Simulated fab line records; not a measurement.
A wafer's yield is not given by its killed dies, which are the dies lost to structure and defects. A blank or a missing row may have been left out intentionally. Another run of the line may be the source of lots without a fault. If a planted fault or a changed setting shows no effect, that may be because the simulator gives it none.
fab line records / flow n5_finfet
[record] lots = 3 wafers = 9 last_day = 14
route steps=1938 shown BEOL_M14@1752 BEOL_M15@1773 PASSIVATION@1936
lots that met no fault: taken from a fault-free run of the same line
start_h: hours from the record's opening day to when the first of the lot's shown wafers began / wait_h: hours since the lot's step before / " repeats the value in the row above / L1.1+2: several wafers, shown together as one row / - no value, or no start given / * or withheld: withheld / < > ~ a bound
route shown NAME@n: NAME is a module with steps in the file, n the number in the route of the first one / usual: mean/standard deviation taken from wafers without a fault / same: alike in all rows / chamber/n: place in a boat / sites: the reading at each site / _std_site: the standard deviation of these / _edge_site: mean of outer sites minus mean of inner sites / radius_mm: for every site, how far away it sits from the centre of the wafer / mask NAME#n: copy n / behind: the most recent tool/chamber to have shaped the wafer / hold: what put the lot on hold/how long, in hours/how the hold closed / device: names the non-switching transistor (n, p or np) / end of line: the tests these same wafers got at the end of their route / a step with no rows: only its recipe / killed: not the wafer's yield, but the dies lost to structure and defects at the first sort / map: the dies of a wafer, with x for killed, . for not killed, _ for no die there
set.NAME: setting as actually run; set.NAME@STEP: the setting as run at that earlier step / model.NAME: the simulator's own value behind a step, which no gauge read
lots at some steps of the route; a table a step, a row a wafer
[[steps]]
[step N5_BEOL_M14_STRIP_69]
[recipe] chemistry = N2/H2 temp_c = 40 n2_flow_sccm = 200 h2_flow_sccm = 200 rf_frequency_hz = 6e+07
[step N5_BEOL_M14_TRENCH_ETCH_34]
[recipe] chemistry = C4F8/O2/Ar target = SiO2 target_depth_a = 5566.5 mask_material = SOC he_inner_torr = 15 he_outer_torr = 30 time_s = 126.9 ion_energy_ev = 800 pressure_mtorr = 20 source_w = 1905 bias_w = 2040 Ar_flow_sccm = 400 C4F8_flow_sccm = 16 O2_flow_sccm = 12
[step N5_BEOL_M14_STRIP_70]
[recipe] chemistry = C4F8/O2/Ar resist = SiARC rf_frequency_hz = 6e+07
[step N5_BEOL_M14_STRIP_37]
[recipe] chemistry = O2 power_w = 600 temp_c = 60 pressure_mtorr = 30 rf_frequency_hz = 6e+07 bias_power_w = 0 overash_fraction = 0.3 o2_flow_sccm = 225
[step N5_BEOL_M14_ETCH_38]
[recipe] chemistry = CF4/N2 target = SiCN target_depth_a = 1065 taper_deg = 2 time_s = 120.6 ion_energy_ev = 150 mask_material = SiO2 pressure_mtorr = 40 source_w = 430 bias_w = 70 Ar_flow_sccm = 100 cf4_flow_sccm = 60 n2_flow_sccm = 60
[step N5_BEOL_M14_PRECLEAN_39]
[recipe] chemistry = residue_remover time_s = 60 temp_c = 40
[step N5_BEOL_M14_SRD_40]
[recipe] time_s = 30 temp_c = 23 rinse_liquid = diw dry = n2_spin spin_rpm = 1500 dry_time_s = 30
[step N5_BEOL_M14_DEGAS_41]
[recipe] ambient = vacuum temp_c = 300 time_s = 60
[step N5_BEOL_M14_PRE_CLEAN_42]
[recipe] gas = H2/He time_s = 30 temp_c = 300
[step N5_BEOL_M14_SPUTTER_43]
[recipe] material = TaN target_thk_a = 150 temp_c = 50 bias_v = 168.6 power_w = 15000 chamber_pressure_pa = 0.12 time_s = 24.19
[step N5_BEOL_M14_SPUTTER_44]
[recipe] material = Ta target_thk_a = 150 temp_c = 50 bias_v = 80 power_w = 15000 chamber_pressure_pa = 0.07 time_s = 24.19
[step N5_BEOL_M14_SPUTTER_45]
[recipe] material = Cu target_thk_a = 1000 temp_c = -20 bias_v = 60 power_w = 26000 chamber_pressure_pa = 0.13 time_s = 16.67
[usual] throttle_valve_pct = 29.4/1.1
lot.wafer=L705.1 tool=pvd_sputter-02 chamber=- start_h=277.12 wait_h=0.0 throttle_valve_pct=30.5
lot.wafer=L705.4 tool=pvd_sputter-02 chamber=- start_h=277.12 wait_h=0.0 throttle_valve_pct=28.6
lot.wafer=L705.6 tool=pvd_sputter-02 chamber=- start_h=277.12 wait_h=0.0 throttle_valve_pct=28.3
lot.wafer=L711.1 tool=pvd_sputter-03 chamber=- start_h=318.06 wait_h=0.0 throttle_valve_pct=29.1
lot.wafer=L711.2 tool=pvd_sputter-03 chamber=- start_h=318.06 wait_h=0.0 throttle_valve_pct=29.5
lot.wafer=L711.3 tool=pvd_sputter-03 chamber=- start_h=318.06 wait_h=0.0 throttle_valve_pct=30.2
lot.wafer=L715.3 tool=pvd_sputter-02 chamber=- start_h=326.51 wait_h=0.0 throttle_valve_pct=26.7
lot.wafer=L715.4 tool=pvd_sputter-02 chamber=- start_h=326.51 wait_h=0.0 throttle_valve_pct=30.1
lot.wafer=L715.5 tool=pvd_sputter-02 chamber=- start_h=326.51 wait_h=0.0 throttle_valve_pct=30.5
[step N5_BEOL_M14_ECD_47]
[recipe] material = Cu target_thk_a = 12480
[step N5_BEOL_M14_ANNEAL_48]
[recipe] temp_c = 225 time_s = 90 ambient = N2
[step N5_BEOL_M14_CMP_49]
[recipe] stop_on = SiO2 t_overpolish_s = 5.2 down_force_psi = 2 platen_rpm = 80 clearing_platen_down_force_psi = 2 clearing_platen_rpm = 80 post_cmp_clean = cu_alkaline target_thk_nm = 560 clearing_platen_pad_velocity_m_s = 1.5917 pad_velocity_m_s = 1.5917
[step N5_BEOL_M14_PRE_CLEAN_52]
[recipe] gas = NH3 time_s = 15 temp_c = withheld rf_power_w = 300
[step N5_BEOL_M14_DEP_53]
[recipe] material = SiCN target_thk_a = 500 temp_c = withheld precursor = 3MS/NH3 pressure_torr = 3 rf_w = 675 time_s = 17.8
[step N5_BEOL_M15_ILD_DEP_00]
[recipe] material = SiO2 target_thk_a = 16293 temp_c = 400 precursor = TEOS/O2 pressure_torr = 6.5 rf_w = 900 teos_flow_sccm = 161.4 gas = O2 flow_sccm = 2650 time_s = 346.1
[step N5_BEOL_M15_COAT_58]
[recipe] resist = BARC temp_c = 205 time_s = 60 spin_rpm = 1500 resist_thk_nm = 89
[step N5_BEOL_M15_COAT_04]
[recipe] spin_rpm = 1704 resist_thk_nm = 800
[step N5_BEOL_M15_EBR_06]
[recipe] solvent = PGMEA ebr_width_mm = 1.5
[step N5_BEOL_M15_SOFTBAKE_05]
[recipe] temp_c = 130 time_s = 60
[step N5_BEOL_M15_EXPOSE_07]
[recipe] mask_id = V14 na = 0.8 source_shape = annular sigma_inner = 0.5 sigma_outer = 0.8 polarization = unpolarized attpsm_phase_deg = 180 dose_mj = 41.25
[step N5_BEOL_M15_PEB_08]
[recipe] peb_temp_c = 130 peb_time_s = 90
[step N5_BEOL_M15_DEVELOP_09]
[recipe] develop_time_s = 45 rinse_liquid = diw dry = air_spin dev_temp_c = 21
[step N5_BEOL_M15_HARDBAKE_14]
[recipe] temp_c = 130 time_s = 120
[step N5_BEOL_M15_DESCUM_15]
[recipe] chemistry = O2 time_s = 7.9 source_power_w = 50 bias_power_w = 20 pressure_mtorr = 20 rf_frequency_hz = 2.712e+07 temp_c = 40 o2_flow_sccm = 225
[step N5_BEOL_M15_ETCH_59]
[recipe] chemistry = N2/H2 target = BARC target_depth_a = 890 overetch_a = 267 time_s = 67.9 ion_energy_ev = 200 pressure_mtorr = 30 source_w = 840 bias_w = 150 n2_flow_sccm = 200 h2_flow_sccm = 200
[step N5_BEOL_M15_VIA_ETCH_16]
[recipe] chemistry = C4F8/O2/Ar target = SiO2 he_inner_torr = 15 he_outer_torr = 30 target_depth_a = 17922 time_s = withheld ion_energy_ev = 800 pressure_mtorr = 20 source_w = 1905 bias_w = 2040 Ar_flow_sccm = 400 C4F8_flow_sccm = 16 O2_flow_sccm = 12 ends = cleared
[step N5_BEOL_M15_STRIP_63]
[recipe] chemistry = O2 power_w = 600 temp_c = 60 pressure_mtorr = 30 rf_frequency_hz = 6e+07 bias_power_w = 0 overash_fraction = 0.3 o2_flow_sccm = 225
[step N5_BEOL_M15_STRIP_64]
[recipe] chemistry = O2 power_w = 600 temp_c = 60 pressure_mtorr = 30 rf_frequency_hz = 6e+07 bias_power_w = 0 overash_fraction = 0.3 o2_flow_sccm = 225
[step N5_BEOL_M15_STRIP_65]
[recipe] chemistry = post_etch_residue_remover time_s = 60 temp_c = 25 remover_ph = withheld remover_water_wt_pct = withheld remover_fluoride_wt_pct = withheld
[step N5_BEOL_M15_SRD_66]
[recipe] time_s = 30 temp_c = 23 rinse_liquid = diw dry = n2_spin spin_rpm = 1500 dry_time_s = 30
[step N5_PASSIVATION_PROBE_49]
[usual] defect_limited_yield = 91.3/1.4 killed_at_M0_to_M3 = 33/11 killed_at_M4_up = 15/6.2 killed_at_contacts = 13/6.5 killed_at_front_end = 38/11 killed_at_other = 3.4/2.6 killed_dies = 102/17 killed_open = 67/12 killed_short = 34/7.9 sort_bin_5_function = 5.1/0.88 sort_bin_6_memory = 3.3/0.65 sort_n_pass = 1078/17 sort_yield_pct = 91.3/1.4
[same] gross_dies = 1180 killed_at_back_side = 0 sort_bin_4_leakage[%] = 0 sort_bin_8_speed[%] = 0
lot.wafer=L711.1 tool=prober-01 chamber=- start_h=338.93 wait_h=0.4 defect_limited_yield[%]=91.6 killed_at_M0_to_M3=43 killed_at_M4_up=11 killed_at_contacts=9 killed_at_front_end=32 killed_at_other=4 killed_dies=99 killed_open=67 killed_short=31 sort_bin_5_function[%]=5.5 sort_bin_6_memory[%]=2.7 sort_n_pass=1081 sort_yield_pct[%]=91.6
lot.wafer=L711.2 tool=prober-01 chamber=- start_h=338.98 wait_h=0.4 defect_limited_yield[%]=93.6 killed_at_M0_to_M3=42 killed_at_M4_up=8 killed_at_contacts=7 killed_at_front_end=18 killed_at_other=1 killed_dies=76 killed_open=58 killed_short=18 sort_bin_5_function[%]=4.6 sort_bin_6_memory[%]=1.7 sort_n_pass=1104 sort_yield_pct[%]=93.6
lot.wafer=L711.3 tool=prober-01 chamber=- start_h=339.03 wait_h=0.5 defect_limited_yield[%]=91.1 killed_at_M0_to_M3=31 killed_at_M4_up=12 killed_at_contacts=14 killed_at_front_end=39 killed_at_other=9 killed_dies=105 killed_open=62 killed_short=41 sort_bin_5_function[%]=4.6 sort_bin_6_memory[%]=3.8 sort_n_pass=1075 sort_yield_pct[%]=91.1
lot.wafer=L715.4 tool=prober-02 chamber=- start_h=346.81 wait_h=0.2 defect_limited_yield[%]=88.8 killed_at_M0_to_M3=30 killed_at_M4_up=33 killed_at_contacts=13 killed_at_front_end=53 killed_at_other=3 killed_dies=132 killed_open=66 killed_short=47 sort_bin_5_function[%]=7.2 sort_bin_6_memory[%]=3.8 sort_n_pass=1048 sort_yield_pct[%]=88.8
lot.wafer=L715.5 tool=prober-02 chamber=- start_h=346.86 wait_h=0.2 defect_limited_yield[%]=89.7 killed_at_M0_to_M3=38 killed_at_M4_up=44 killed_at_contacts=6 killed_at_front_end=34 killed_at_other=0 killed_dies=122 killed_open=71 killed_short=32 sort_bin_5_function[%]=6.0 sort_bin_6_memory[%]=4.2 sort_n_pass=1058 sort_yield_pct[%]=89.7
// killed by level:class
L711.1 FIN_SAQP:geometric_particle:open=12 BEOL_M2:geometric_particle:open=12 MOL_CONTACT_COAG:geometric_particle:open=9 BEOL_M1:geometric_particle:open=9 BEOL_M0_SAQP:geometric_particle:short=8 STARTING-WAFER:geometric_particle:open=5 BEOL_M2:geometric_particle:short=4 BEOL_M3:geometric_particle:open=4
L711.2 BEOL_M1:geometric_particle:open=15 BEOL_M2:geometric_particle:open=7 MOL_CONTACT_COAG:geometric_particle:open=7 BEOL_M0_SAQP:geometric_particle:short=5 FIN_SAQP:geometric_particle:open=4 BEOL_M0_SAQP:geometric_particle:open=4 BEOL_M3:geometric_particle:open=4 STI_FIN_REVEAL:geometric_particle:open=3
L711.3 MOL_CONTACT_COAG:geometric_particle:open=12 BEOL_M1:geometric_particle:open=12 FIN_SAQP:geometric_particle:open=7 FIN_SAQP:geometric_particle:short=5 DUMMY_GATE:geometric_particle:open=5 BEOL_M0_SAQP:geometric_particle:short=5 BEOL_M2:geometric_particle:open=5 STARTING-WAFER:geometric_particle:short=5
L715.4 FIN_SAQP:geometric_particle:short=20 BEOL_M14:interface_void_opened=19 FIN_SAQP:geometric_particle:open=13 MOL_CONTACT_COAG:geometric_particle:open=10 BEOL_M1:geometric_particle:short=8 BEOL_M1:geometric_particle:open=8 GATE_CUT:geometric_particle:open=4 BEOL_M0_SAQP:geometric_particle:open=4
L715.5 BEOL_M14:interface_void_opened=18 BEOL_M4:geometric_particle:open=15 FIN_SAQP:geometric_particle:open=13 BEOL_M1:geometric_particle:open=13 FIN_SAQP:geometric_particle:short=7 BEOL_M1:geometric_particle:short=7 BEOL_M2:geometric_particle:open=7 MOL_CONTACT_COAG:geometric_particle:open=5
// map L715.4 (x killed, . not)
_________________.x...xx.x...________________
______________..xx.x............_____________
___________...x.............x......__________
__________xxxx......x......x........_________
________..x............x......x......._______
_______.....x..............x...x....xx.______
______.................................._____
_____..........x.x..............x.x....x.____
____.xxx....x.....................x.......___
___.................xx............x........__
___..x...x...............x...x.........x...__
__.....x...xx..............................x_
__.................x...........xx...x......._
_x.x..x..............x.................x.....
_....x........x...............x..............
_.......x.............x.....x...............x
_...xx..........x..x.........................
_x.....................x.....x............x..
_.........x......x.x..x........x.......x...xx
_.x...........xxx.x..x........x..............
_..........................................xx
__....xx......xx...x..x..x............xx...x_
__.xx....x.....................x.x.........._
___...........................x............__
___.......xx.......................x.....x.__
____.........................xx.x.........___
_____.............x.......x..............____
______x................x..........x..x.._____
_______x........x.........x...x.x......______
________.x.......x...................._______
__________.x...x...........x........_________
___________.x...........x..x..x....__________
______________.................x_____________
_________________....x....x..________________
// map L705.4 (x killed, . not)
_________________..x.........________________
______________.................._____________
___________......................x.__________
__________..x......x................_________
________......x...x......x........x..._______
_______...x...........x................______
______......................xx.x....xx.._____
_____.........x......x....x......x.......____
____......x.xx.....................x......___
___.........x.............x......x.....x.x.__
___....................................x...__
__.............x.....x................x....._
__.............x..x.............x...x...x..._
_......x............x..................x...xx
_.............................x.....x....xx..
_.....x...xx.....xx......x.x.....x.......x...
_.....x...x..x.......................x.......
_...x................x...............x.......
_.x...................................x......
_...........xx.x....................x...x....
_...x............x.x.........................
__...........x.....x.......x.x.............._
__......x.....x............................._
___.x......x...............................__
___xxx...x...x..........x..................__
____x.....................x.x....x........___
_____........xx.........x..x..........xx.____
______...x.x..x......x.....x...x......x._____
_______x......x..............x.........______
________.............x.x.....x........_______
__________.x.x....x...x.x..........._________
___________.................x...x..__________
______________....x....x........_____________
_________________............________________
[[key]]
[first_sign] step = N5_PASSIVATION_PROBE_49 reading = killed_at_M4_up direction = up sigmas = 3.9 usual = 15 struck = 38
effect none on later readings
met_at N5_BEOL_M14_SPUTTER_45
struck_wafers L715.4,L715.5
onset_between 277.12 326.51
[fault] kind = process_parameter_drift tool = pvd_sputter-02 chamber = - onset_h = 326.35 steps = N5_BEOL_M14_SPUTTER_45 channel = time_s offset = * shape = step end_h = 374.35 scope = struck_wafers_only acts_in = * stated = *
